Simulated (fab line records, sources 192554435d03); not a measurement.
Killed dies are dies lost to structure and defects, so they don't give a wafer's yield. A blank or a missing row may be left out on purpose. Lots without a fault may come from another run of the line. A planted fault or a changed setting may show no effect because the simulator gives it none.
fab line records | flow n5_finfet
record lots=8 wafers=24 last_day=18
route steps=1938 shown BEOL_M3@947 BEOL_M4@1111 PASSIVATION@1936
lots that met no fault: from a run of the same line without faults
start_h: hours from the record's first day to the start of the lot's first wafer shown | wait_h: hours since the lot's step before | " the same as in the row above | L1.1+2: a row that stands for several wafers | - no value, or no start given | * or withheld: withheld | < > ~ a bound
route shown NAME@n: a module of which the file shows steps, and the number in the route of the first | usual: mean/standard deviation of fault-free wafers | same: alike in all rows | chamber/n: place in a boat | sites: the reading at each site | _std_site: their standard deviation | _edge_site: outer sites' mean less inner sites' | radius_mm: how far each site lies from the wafer's centre | mask NAME#n: copy n | behind: the tool/chamber that last shaped the wafer | hold: why the lot was held/for how many hours/how that ended | device: the transistor (n, p or np) that didn't switch | end of line: the same wafers' tests at the end of the route | a step without rows: its recipe alone | killed: dies lost to structure and defects at the first sort, not the wafer's yield | map: a wafer's dies, x killed, . not, _ none there
set.NAME: the setting as run; set.NAME@STEP: as run at that earlier step | model.NAME: the simulator's own value behind a step, which no gauge read
steps of the route over a sample of lots; a table a step, a row a wafer
services: from which hour (start_h, from the record's first day; less than 0 if before it) a tool's chamber was out of use, for how many hours, and why
## steps
# step N5_BEOL_M3_DESCUM_16
# recipe chemistry=O2 time_s=7 source_power_w=50 bias_power_w=20 pressure_mtorr=20 rf_frequency_hz=2.712e+07 temp_c=40 resist=CAR-EUV o2_flow_sccm=225
# usual drypump_motor_current_A=5.8/0.5 oes_product_au=0.79/0.078 rf_vpp_V=243.7/1.2 showerhead_plenum_p_Torr=2.12/0.066 throttle_valve_pct=20.4/0.36
# columns lot.wafer tool chamber start_h wait_h drypump_motor_current_A oes_product_au rf_hours_counter_h rf_vpp_V showerhead_plenum_p_Torr throttle_valve_pct
L460.1 rie_diel-03 2 188.86 0.0 5.0 0.80 105 243.6 2.12 20.6
L460.3 " 0 " " 5.9 0.76 166 243.3 2.09 20.4
L460.6 " 3 " " 5.6 0.87 - 245.7 2.23 20.2
L463.1 rie_diel-02 1 206.76 0.0 5.4 0.83 71 243.3 2.10 20.0
L463.2 " 0 " " 5.1 0.69 208 242.7 2.06 20.8
L463.5 " 1 " " 5.4 0.84 - 243.9 2.10 19.9
L466.2 rie_diel-02 1 229.63 0.0 5.4 0.83 79 244.1 2.09 19.9
L466.4 " 0 " " 5.1 0.69 216 243.3 2.06 20.8
L466.6 " 3 " " 6.6 0.90 - 244.8 2.21 20.3
L469.1 rie_diel-02 2 247.94 0.0 6.6 0.88 43 242.3 2.11 19.8
L469.2 " 1 " " 5.4 0.82 84 243.0 2.09 19.9
L469.6 " 2 " " 6.6 0.87 - 242.7 2.11 19.8
L472.1 rie_diel-02 3 262.13 0.1 6.6 0.88 53 244.2 2.21 20.3
L472.3 " 1 " " 5.4 0.82 89 242.0 2.09 19.9
L472.4 " 0 " " 5.1 0.68 226 242.1 2.06 20.8
L474.2 rie_diel-03 2 276.12 1.0 5.0 0.78 130 243.1 2.11 20.7
L474.4 " 0 " " 5.9 0.75 189 244.3 2.08 20.5
L474.5 " 3 " " 5.6 0.83 - 244.1 2.22 20.3
L473.1 rie_diel-02 3 283.88 0.3 6.6 0.86 60 246.1 2.21 20.3
L473.3 " 1 " " 5.4 0.81 95 242.2 2.09 20.0
L473.6 " 1 " " 5.4 0.81 - 243.4 2.09 20.0
L476.1 rie_diel-02 2 285.64 0.2 6.6 0.86 55 243.4 2.11 19.8
L476.4 " 0 " " 5.1 0.68 233 241.3 2.06 20.8
L476.6 " 2 " " 6.6 0.85 - 243.4 2.11 19.8
# step N5_BEOL_M3_STRIP_19
# recipe chemistry=O2 power_w=400 temp_c=40 pressure_mtorr=30 rf_frequency_hz=6e+07 bias_power_w=0 overash_fraction=0.2 o2_flow_sccm=225
# usual drypump_motor_current_A=5.8/0.55 oes_product_au=0.80/0.084 rf_vpp_V=3.6/0.47 showerhead_plenum_p_Torr=2.12/0.063 throttle_valve_pct=16.5/0.36
# columns lot.wafer tool chamber start_h wait_h drypump_motor_current_A oes_product_au rf_hours_counter_h rf_vpp_V showerhead_plenum_p_Torr throttle_valve_pct
L460.1 rie_diel-02 1 189.22 0.1 5.4 0.85 66 2.8 2.10 16.2
L460.3 " 3 " " 6.5 0.90 33 3.7 2.22 16.5
L460.6 " 2 " " 6.6 0.90 - 3.2 2.12 16.0
L463.1 rie_diel-02 3 207.12 0.1 6.6 0.90 37 3.9 2.22 16.5
L463.2 " 2 " " 6.6 0.90 31 3.5 2.12 16.0
L463.5 " 2 " " 6.6 0.89 - 3.2 2.12 16.0
L466.2 rie_diel-02 3 229.99 0.1 6.6 0.90 44 3.6 2.22 16.5
L466.4 " 1 " " 5.4 0.83 79 3.9 2.10 16.2
L466.6 " 1 " " 5.4 0.83 - 3.1 2.10 16.2
L469.1 rie_diel-04 0 248.30 0.1 5.6 0.70 204 3.6 2.08 17.0
L469.2 " 3 " " 5.8 0.95 15 3.0 2.15 16.1
L469.6 " 1 " " 6.3 0.72 - 2.8 2.16 16.5
L472.1 rie_diel-02 1 262.50 0.1 5.4 0.81 89 3.8 2.09 16.2
L472.3 " 0 " " 5.1 0.69 226 3.8 2.06 17.0
L472.4 " 3 " " 6.6 0.88 53 4.3 2.22 16.5
L474.2 rie_diel-03 1 276.60 0.2 6.0 0.72 198 3.8 1.99 16.9
L474.4 " 3 " " 5.6 0.83 62 3.5 2.22 16.4
L474.5 " 0 " " 5.9 0.74 - 3.1 2.09 16.7
L473.1 rie_diel-03 0 284.28 0.1 5.9 0.74 192 4.2 2.08 16.8
L473.3 " 3 " " 5.7 0.82 65 3.0 2.22 16.4
L473.6 " 0 " " 5.9 0.74 - 2.7 2.08 16.7
L476.1 rie_diel-02 0 286.00 0.1 5.1 0.69 233 4.0 2.06 17.1
L476.4 " 3 " " 6.6 0.87 61 3.8 2.21 16.6
L476.6 " 3 " " 6.6 0.86 - 3.7 2.21 16.6
# step N5_BEOL_M3_ETCH_69
# recipe chemistry=CF4 target=SiARC target_depth_a=156 mask_material=CAR-EUV time_s=26 ion_energy_ev=80 pressure_mtorr=40 source_w=545 bias_w=36 Ar_flow_sccm=100 cf4_flow_sccm=100 ends=cleared
# usual bias_w=36.02/0.12 drypump_motor_current_A=5.8/0.45 etch_rf_on_time_s=26.1/0.62 oes_product_au=0.67/0.078 rf_vpp_V=184.5/0.98 showerhead_plenum_p_Torr=2.17/0.057 throttle_valve_pct=15.6/0.34
# columns lot.wafer tool chamber start_h wait_h bias_w drypump_motor_current_A etch_rf_on_time_s oes_product_au rf_hours_counter_h rf_vpp_V showerhead_plenum_p_Torr throttle_valve_pct
L460.1 rie_diel-03 3 189.78 0.0 36.04 5.7 25.8 0.75 38 185.7 2.27 15.3
L460.3 " 1 " " 36.17 6.0 26.2 0.64 173 182.8 2.05 15.8
L460.6 " 1 " " 36.18 6.0 26.3 0.63 - 183.3 2.05 15.8
L463.1 rie_diel-02 0 207.81 0.0 36.08 5.1 26.4 0.59 208 183.1 2.11 15.9
L463.2 " 3 " " 36.09 6.6 15.3 1.07 37 184.8 2.26 15.4
L463.5 " 2 " " 36.00 6.6 25.8 0.75 - 184.9 2.19 15.1
L466.2 rie_diel-02 1 230.68 0.0 36.04 5.4 15.1 0.99 79 183.6 2.16 15.3
L466.4 " 3 " " 36.02 6.6 25.8 0.76 44 186.1 2.26 15.5
L466.6 " 3 " " 36.04 6.6 15.2 1.07 - 185.4 2.26 15.5
L469.1 rie_diel-04 0 248.96 0.0 35.90 5.6 26.4 0.60 204 183.5 2.12 16.0
L469.2 " 1 " " 36.06 6.3 26.6 0.61 211 184.3 2.21 15.4
L469.6 " 3 " " 35.94 5.7 24.7 0.83 - 184.7 2.18 15.0
L472.1 rie_diel-04 0 263.18 0.0 36.05 5.6 26.4 0.61 208 182.8 2.12 16.0
L472.3 " 3 " " 36.17 5.7 24.6 0.83 19 184.0 2.18 15.0
L472.4 " 1 " " 36.07 6.3 26.3 0.61 215 185.0 2.20 15.4
L474.2 rie_diel-04 0 277.29 0.0 35.84 5.6 26.5 0.60 213 184.4 2.12 16.0
L474.4 " 3 " " 36.08 5.7 24.7 0.81 24 183.6 2.18 15.0
L474.5 " 0 " " 35.91 5.6 26.5 0.60 - 184.2 2.12 16.0
L473.1 rie_diel-03 0 284.84 0.0 36.03 5.9 26.7 0.63 192 184.6 2.13 15.7
L473.3 " 2 " " 36.08 5.0 26.6 0.66 133 183.9 2.14 15.8
L473.6 " 0 " " 35.89 5.9 26.6 0.62 - 185.2 2.13 15.7
L476.1 rie_diel-04 1 286.62 0.0 36.03 6.3 26.6 0.61 222 185.5 2.20 15.4
L476.4 " 0 " " 36.03 5.6 26.4 0.59 215 184.4 2.12 16.0
L476.6 " 2 " " 36.19 5.8 26.2 0.60 - 184.6 2.21 16.0
# step N5_BEOL_M3_ETCH_70
# recipe chemistry=N2/H2 target=SOC target_depth_a=800 overetch_a=160 mask_material=SiARC temp_c=40 time_s=120 ion_energy_ev=200 pressure_mtorr=30 source_w=840 bias_w=150 n2_flow_sccm=200 h2_flow_sccm=200
# usual bias_w=150.0/0.44 drypump_motor_current_A=5.8/0.49 oes_product_au=0.60/0.057 rf_vpp_V=525.2/2.2 showerhead_plenum_p_Torr=2.58/0.077 throttle_valve_pct=17.76/0.25
# columns lot.wafer tool chamber start_h wait_h bias_w drypump_motor_current_A oes_product_au rf_hours_counter_h rf_vpp_V showerhead_plenum_p_Torr throttle_valve_pct
L460.1 rie_diel-04 1 191.18 0.0 150.2 6.3 0.56 194 526.3 2.64 17.54
L460.3 " 0 " " 150.4 5.6 0.56 186 522.9 2.51 18.03
L460.6 " 0 " " 150.5 5.6 0.55 - 523.0 2.51 18.02
L463.1 rie_diel-03 1 212.23 0.0 149.8 6.0 0.57 179 518.6 2.41 17.90
L463.2 " 0 " " 149.7 5.9 0.58 172 523.6 2.54 17.89
L463.5 " 2 " " 149.8 5.0 0.62 - 523.8 2.54 17.81
L466.2 rie_diel-04 3 233.44 0.0 150.0 5.7 0.74 10 526.2 2.62 17.28
L466.4 " 0 " " 150.3 5.6 0.55 199 520.8 2.50 18.05
L466.6 " 0 " " 150.6 5.6 0.55 - 524.0 2.50 18.03
L469.1 rie_diel-04 0 250.14 0.0 149.5 5.6 0.54 204 523.0 2.50 18.06
L469.2 " 2 " " 150.1 5.7 0.55 174 526.6 2.62 18.06
L469.6 " 2 " " 149.6 5.7 0.55 - 526.8 2.62 18.07
L472.1 rie_diel-03 1 275.07 0.0 149.2 6.0 0.57 197 519.3 2.41 17.94
L472.3 " 2 " " 150.1 5.0 0.59 129 524.6 2.54 17.86
L472.4 " 0 " " 150.3 5.9 0.57 189 523.2 2.53 17.92
L474.2 rie_diel-03 0 279.68 0.0 149.6 5.9 0.57 190 524.7 2.53 17.92
L474.4 " 1 " " 150.6 6.0 0.56 198 520.0 2.41 17.95
L474.5 " 2 " " 149.6 5.0 0.60 - 524.6 2.54 17.85
L473.1 rie_diel-02 0 288.42 0.0 150.2 5.1 0.52 234 522.1 2.50 18.22
L473.3 " 3 " " 149.7 6.6 0.66 62 526.8 2.70 17.73
L473.6 " 0 " " 150.1 5.1 0.52 - 523.3 2.50 18.22
L476.1 rie_diel-04 1 293.64 0.0 149.8 6.3 0.55 224 526.5 2.62 17.57
L476.4 " 3 " " 150.0 5.7 0.70 29 525.7 2.61 17.33
L476.6 " 1 " " 150.0 6.3 0.55 - 525.8 2.62 17.60
# step N5_BEOL_M4_RC_MEAS_101
# usual DIBL_N=35.9/1.4 DIBL_P=35.9/1.7 IOFF_N=0.160/0.026 IOFF_P=0.21/0.036 ION_N=672/11 ION_P=461/8.1 SS_N=71.4/0.54 SS_P=73.2/0.67 VT_N=249.3/2.7 VT_P=-250/3.9
# columns lot.wafer tool chamber start_h wait_h DIBL_N[mV/V] DIBL_P[mV/V] IOFF_N[nA/um] IOFF_P[nA/um] ION_N[uA/um] ION_P[uA/um] SS_N[mV/dec] SS_P[mV/dec] VT_N[mV] VT_P[mV]
L460.1 prober-01 0 208.68 0.0 36.4 34.8 0.153 0.20 671 464 71.4 73.4 250.6 -250
L460.3 " 0 " " 36.4 35.9 0.160 0.23 677 474 71.3 73.2 248.7 -247
L460.6 " 0 " " 35.4 34.2 0.147 0.20 670 465 70.6 72.6 249.6 -246
L463.1 prober-02 0 230.17 0.0 35.7 35.9 0.157 0.21 667 456 71.3 73.0 250.1 -247
L463.2 " 0 " " 34.4 34.8 0.137 0.20 666 463 70.3 73.0 248.8 -248
L463.5 " 0 " " 33.6 33.0 0.122 0.17 648 452 71.2 71.8 253.3 -251
L466.2 prober-01 0 250.47 0.2 37.2 37.7 0.182 0.26 679 476 71.4 73.8 245.9 -247
L466.4 " 0 " " 33.9 32.7 0.125 0.18 672 458 71.0 72.8 253.8 -249
L466.6 " 0 " " 36.1 35.5 0.163 0.21 674 461 71.4 73.1 249.0 -250
L469.1 prober-01 0 265.84 0.0 36.9 35.9 0.178 0.21 678 461 72.2 73.9 247.4 -249
L469.2 " 0 " " 35.4 34.5 0.158 0.20 664 453 72.0 72.6 249.4 -252
L469.6 " 0 " " 35.4 34.0 0.147 0.18 662 445 71.9 73.1 252.3 -254
L472.1 prober-01 0 288.39 0.0 35.5 35.9 0.162 0.25 663 465 72.1 72.7 249.5 -243
L472.3 " 0 " " 37.5 38.4 0.193 0.28 680 472 72.4 74.2 248.3 -244
L472.4 " 0 " " 35.4 35.7 0.156 0.24 667 462 71.2 72.8 249.9 -248
L474.2 prober-02 0 291.75 0.2 40.2 39.1 0.228 0.27 677 468 72.5 74.4 246.0 -248
L474.4 " 0 " " 35.4 34.9 0.132 0.19 672 462 70.7 72.5 252.0 -254
L474.5 " 0 " " 37.4 37.0 0.165 0.22 682 465 71.2 73.3 247.7 -249
L473.1 prober-02 0 309.35 0.0 36.1 34.4 0.142 0.15 664 450 70.9 72.8 249.5 -258
L473.3 " 0 " " 37.1 36.0 0.142 0.17 643 441 71.9 73.1 253.3 -254
L473.6 " 0 " " 37.0 36.6 0.158 0.18 674 450 71.8 73.2 248.2 -255
L476.1 prober-02 0 316.26 0.0 36.1 36.2 0.149 0.18 665 456 71.0 72.9 252.6 -253
L476.4 " 0 " " 35.0 35.4 0.136 0.17 678 459 70.9 73.7 253.1 -255
L476.6 " 0 " " 38.2 39.4 0.190 0.24 675 462 71.5 74.2 249.5 -248
# step N5_PASSIVATION_PROBE_49
# usual defect_limited_yield=90.9/1.5 killed_at_M0_to_M3=35/10 killed_at_M4_up=14/5.2 killed_at_contacts=13/7.3 killed_at_front_end=42/12 killed_at_other=3.4/2.5 killed_dies=108/18 killed_open=70/13 killed_short=35/8 sort_bin_5_function=5.4/1 sort_bin_6_memory=3.4/0.71 sort_bin_8_speed=0.00/0.0099 sort_n_pass=1072/18 sort_yield_pct=90.9/1.5
# same gross_dies=1180 killed_at_back_side=0 sort_bin_4_leakage[%]=0
# columns lot.wafer tool chamber start_h wait_h defect_limited_yield[%] killed_at_M0_to_M3 killed_at_M4_up killed_at_contacts killed_at_front_end killed_at_other killed_dies killed_open killed_short sort_bin_5_function[%] sort_bin_6_memory[%] sort_bin_8_speed[%] sort_n_pass sort_yield_pct[%]
L469.1 prober-02 - 376.57 0.0 89.1 48 25 11 39 6 129 86 43 6.2 4.1 0 1051 89.1
L469.2 prober-02 - 376.62 0.1 90.9 39 14 19 32 3 107 77 29 5.3 3.4 0 1073 90.9
L469.6 prober-02 - 376.82 0.3 90.3 53 14 14 32 2 115 71 43 5.8 3.3 0 1065 90.3
L474.2 prober-01 - 404.13 0.1 92.3 22 9 13 45 2 91 64 26 4.1 3.3 0 1089 92.3
L474.4 prober-01 - 404.23 0.2 93.9 18 14 18 21 1 72 47 23 3.5 2.5 0 1108 93.9
L474.5 prober-01 - 404.28 0.2 90.5 24 13 26 48 1 112 70 39 5.2 4.0 0 1068 90.5
# killed by level:class
L469.1 BEOL_M4:geometric_particle:open=22 BEOL_M0_SAQP:geometric_particle:short=12 BEOL_M1:geometric_particle:open=11 STI_FIN_REVEAL:geometric_particle:open=10 BEOL_M0_SAQP:geometric_particle:open=9 MOL_CONTACT_COAG:geometric_particle:open=7 DUMMY_GATE:geometric_particle:open=5 BEOL_M3:geometric_particle:open=5
L469.2 MOL_CONTACT_COAG:geometric_particle:open=12 BEOL_M4:geometric_particle:open=12 BEOL_M0_SAQP:geometric_particle:open=10 BEOL_M1:geometric_particle:open=9 FIN_SAQP:geometric_particle:open=8 MOL_CONTACT_COAG:geometric_particle:short=6 BEOL_M0_SAQP:geometric_particle:short=6 FIN_SAQP:geometric_particle:short=5
L469.6 BEOL_M0_SAQP:geometric_particle:open=15 BEOL_M0_SAQP:geometric_particle:short=14 MOL_CONTACT_COAG:geometric_particle:open=10 BEOL_M2:geometric_particle:open=9 FIN_SAQP:geometric_particle:open=8 BEOL_M1:geometric_particle:open=6 BEOL_M4:geometric_particle:open=6 FIN_SAQP:geometric_particle:short=5
L474.2 MOL_CONTACT_COAG:geometric_particle:open=11 FIN_SAQP:geometric_particle:open=8 GATE_CUT:geometric_particle:short=7 STI_FIN_REVEAL:geometric_particle:open=6 BEOL_M0_SAQP:geometric_particle:open=6 BEOL_M3:geometric_particle:open=6 ILD0:geometric_particle:open=5 GATE_CUT:geometric_particle:open=5
L474.4 MOL_CONTACT_COAG:geometric_particle:open=12 MOL_CONTACT_COAG:geometric_particle:short=6 STI_FIN_REVEAL:geometric_particle:open=5 BEOL_M2:geometric_particle:open=4 BEOL_M4:geometric_particle:open=4 FIN_SAQP:geometric_particle:short=3 BEOL_M8:geometric_particle:open=3 BEOL_M1:geometric_particle:open=3
L474.5 MOL_CONTACT_COAG:geometric_particle:open=17 STI_FIN_REVEAL:geometric_particle:open=14 MOL_CONTACT_COAG:geometric_particle:short=9 BEOL_M3:geometric_particle:open=9 FIN_SAQP:geometric_particle:short=6 BEOL_M2:geometric_particle:open=6 FIN_SAQP:geometric_particle:open=5 DUMMY_GATE:geometric_particle:short=5
## services
# columns tool chamber start_h hours kind
rie_diel-03 2 175.88 5.3 repair
rie_diel-04 3 179.20 - clean
rie_diel-04 3 179.20 - consumable_replace:focus_ring
rie_diel-04 3 179.20 17.8 scheduled_down
rie_diel-04 3 179.20 17.8 vent_cycle
rie_diel-02 3 190.09 4.6 repair
rie_diel-03 0 236.50 2.5 repair
rie_diel-04 1 264.02 3.2 repair
rie_diel-02 1 266.25 1.6 repair
## key
first_sign step=N5_BEOL_M3_ETCH_69 reading=etch_rf_on_time_s direction=down sigmas=17 usual=* struck=*
effect step=N5_BEOL_M3_ETCH_69 reading=oes_product_au direction=up sigmas=4.7 usual=0.67 struck=1.04
met_at N5_BEOL_M3_ETCH_69
struck_lots L463,L466
struck_wafers L463.2,L466.2,L466.6
not_acting_at N5_BEOL_M3_DESCUM_16,N5_BEOL_M3_STRIP_19,N5_BEOL_M3_ETCH_70
fault kind=process_parameter_drift tool=rie_diel-02 chamber=- onset_h=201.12 steps=N5_BEOL_M3_ETCH_69 channel=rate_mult offset=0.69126 shape=step end_h=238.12 scope=struck_wafers_only
